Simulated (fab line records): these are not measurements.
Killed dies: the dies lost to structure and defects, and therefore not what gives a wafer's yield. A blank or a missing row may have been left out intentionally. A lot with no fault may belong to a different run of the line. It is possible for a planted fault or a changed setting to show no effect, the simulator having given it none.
What tool caused it? ; flow n5_finfet ; 12 lots with 34 wafers sampled at 2 steps, on a route of 1938 steps

== WHAT THE GAUGES READ, wafer by wafer ==
N5_PASSIVATION_INSPECT_61: inspects for defects (macro).
lot;measured;on;raw_defect_count
L209;day 12 17:06;defect_inspect-02;3 0 2
L211;day 13 06:50;defect_inspect-01;2 2 4
L213;day 14 13:44;defect_inspect-01;0 3 2
L217;day 14 21:58;defect_inspect-02;0 0 1
L219;day 15 02:07;defect_inspect-02;3 1 4
L218;day 14 21:49;defect_inspect-02;1 2 1
L220;day 15 08:49;defect_inspect-01;1 4 4
L221;day 15 17:38;defect_inspect-01;0 6 1
L227;day 17 01:27;defect_inspect-02;2 1
L229;day 17 17:13;defect_inspect-01;1 4
L230;day 17 17:27;defect_inspect-01;3 3 1
L231;day 18 15:14;defect_inspect-01;3 2 3

== TOOL THAT RAN EACH LOT (tool first, then ch and the chambers of the sampled wafers, then the start) ==
lot;N5_BEOL_M3_EXPOSE_08
L209;euv_scanner-02 ch 0, day 7 11:22
L211;euv_scanner-02 ch 0, day 7 20:21
L213;euv_scanner-01 ch 0, day 8 00:41
L217;euv_scanner-01 ch 0, day 9 09:30
L219;euv_scanner-01 ch 0, day 9 13:07
L218;euv_scanner-02 ch 0, day 9 15:16
L220;euv_scanner-02 ch 0, day 9 16:44
L221;euv_scanner-02 ch 0, day 10 16:49
L227;euv_scanner-02 ch 0, day 11 21:17
L229;euv_scanner-02 ch 0, day 12 03:35
L230;euv_scanner-02 ch 0, day 12 13:19
L231;euv_scanner-01 ch 0, day 13 03:53
- N5_BEOL_M3_EXPOSE_08: exposes mask M3.

== AS READ BY THE TOOLS THEMSELVES (means over the sampled wafers that have a number; for cases with no such wafer, the mark the record gives instead) ==
The record holds no such reading with a usual standard deviation.

== THE ANSWER, worked out from the rows above alone ==
Rule: what is usual is taken from the lots themselves. Put in order of their means at a reading, lots are off if they are a third of the lots or fewer, leave a main group of 4 or more, and stand apart from it by a gap of 3 or more times the standard deviation of the main group's means; of several such gaps the widest counts. If all means in a main group match to the digits the tables above print for the reading, that group is not used. Also off: a lot with no number at a reading for which 4 or more lots have one. The other lots that the step has rows for count as sound. Order of review: gauges by route order, followed by the tools' own readings, for which a lot's mean as printed above is used. At the first step where some lot is off, the reading lying furthest off is the one used; lots without a number count as furthest.
Nothing can be told from this: no lot is off at any reading shown.

== WHAT HAD BEEN PUT IN BY THE SIMULATOR ==
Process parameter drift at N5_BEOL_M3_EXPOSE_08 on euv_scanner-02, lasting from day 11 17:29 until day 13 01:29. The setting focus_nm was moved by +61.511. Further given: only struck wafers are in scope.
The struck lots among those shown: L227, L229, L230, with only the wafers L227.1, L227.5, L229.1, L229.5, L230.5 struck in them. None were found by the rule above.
